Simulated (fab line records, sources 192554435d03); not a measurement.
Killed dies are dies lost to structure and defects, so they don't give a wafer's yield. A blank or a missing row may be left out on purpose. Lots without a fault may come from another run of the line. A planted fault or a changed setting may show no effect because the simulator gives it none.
Chamber matching | flow n5_finfet | N5_BEOL_M14_ILD_DEP_00 on pecvd-02: 3 sister chambers
The step deposits SiO2 from TEOS/O2, target thk 1119.3 nm, time 237.4 s. 24 wafers are shown with their chamber, then 12 later ones without.

WAFERS WITH THEIR CHAMBER
wafer  | chamber | throttle_valve_pct (%) | showerhead_plenum_p_Torr (Torr) | heater_power_w (W)
L077.1 | 0       | 18.2                   | 8.32                            | 483
L077.4 | 2       | 17.2                   | 8.36                            | 437
L077.6 | 1       | 17.9                   | 8.31                            | 443
L075.2 | 2       | 17.6                   | 8.34                            | 444
L075.4 | 0       | 18.0                   | 8.32                            | 564
L075.6 | 2       | 17.6                   | 8.36                            | 519
L078.2 | 0       | 17.9                   | 8.32                            | 449
L078.4 | 1       | 17.7                   | 8.31                            | 542
L078.6 | 0       | 18.2                   | 8.34                            | 513
L080.1 | 0       | 18.3                   | 8.33                            | 564
L080.3 | 0       | 18.3                   | 8.31                            | 434
L080.5 | 0       | 18.3                   | 8.34                            | 512
L082.1 | 0       | 18.7                   | 8.34                            | 490
L082.4 | 2       | 16.8                   | 8.35                            | 543
L082.5 | 0       | 18.0                   | 8.31                            | 550
L079.2 | 2       | 17.2                   | 8.35                            | 454
L079.3 | 0       | 18.2                   | 8.34                            | 573
L079.5 | 0       | 18.3                   | 8.33                            | 428
L081.1 | 2       | 17.4                   | 8.34                            | 523
L081.2 | 1       | 18.0                   | 8.32                            | 567
L081.6 | 0       | 18.3                   | 8.32                            | 543
L087.2 | 1       | 17.8                   | 8.33                            | 503
L087.3 | 0       | 18.2                   | 8.33                            | 527
L087.6 | 1       | 18.2                   | 8.30                            | 589

SIGNATURES (means of the wafers above)
reading                  | chamber 0 | chamber 1 | chamber 2 | scatter within a chamber
throttle_valve_pct       | 18.223    | 17.920    | 17.300    | 0.226
showerhead_plenum_p_Torr | 8.3269    | 8.3140    | 8.3500    | 0.0107
heater_power_w           | 510.00    | 528.80    | 486.67    | 50.9
Rule: a wafer's distance from a chamber is the root of the sum, over the readings, of the square of ((its reading less the chamber's mean) divided by the reading's scatter). The wafer belongs to the nearest chamber; if the next one is less than 2 further off, it can't be placed. The scatter: the root of (the sum of the squares of (reading less its chamber's mean) over the shown wafers, divided by (wafers less chambers)).

WAFERS WITHOUT THEIR CHAMBER
wafer  | throttle_valve_pct (%) | showerhead_plenum_p_Torr (Torr) | heater_power_w (W)
L091.2 | 17.9                   | 8.34                            | 544
L091.5 | 17.4                   | 8.34                            | 429
L091.6 | 18.1                   | 8.28                            | 605
L095.2 | 17.7                   | 8.35                            | 587
L095.5 | 17.7                   | 8.37                            | 515
L095.6 | 18.2                   | 8.33                            | 432
L094.3 | 18.6                   | 8.32                            | 433
L094.5 | 17.8                   | 8.36                            | 440
L094.6 | 18.5                   | 8.32                            | 513
L097.3 | 18.5                   | 8.28                            | 553
L097.4 | 17.0                   | 8.31                            | 406
L097.5 | 17.6                   | 8.34                            | 447

WHICH CHAMBER EACH WENT THROUGH
wafer  | from the rows above          | in truth
L091.2 | can't be placed: 0 or 1 or 2 | 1
L091.5 | 2                            | 2
L091.6 | can't be placed: 1 or 0      | 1
L095.2 | can't be placed: 2 or 0 or 1 | 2
L095.5 | 2                            | 2
L095.6 | can't be placed: 0 or 1      | 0
L094.3 | can't be placed: 0 or 1      | 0
L094.5 | can't be placed: 2 or 0      | 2
L094.6 | can't be placed: 0 or 1      | 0
L097.3 | can't be placed: 1 or 0      | 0
L097.4 | can't be placed: 2 or 1 or 0 | 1
L097.5 | can't be placed: 2 or 1 or 0 | 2
Placed correctly: 2 of 12. Can't be placed from these rows: 10 (the true chamber is among the candidates in 10). Placed wrongly: 0.
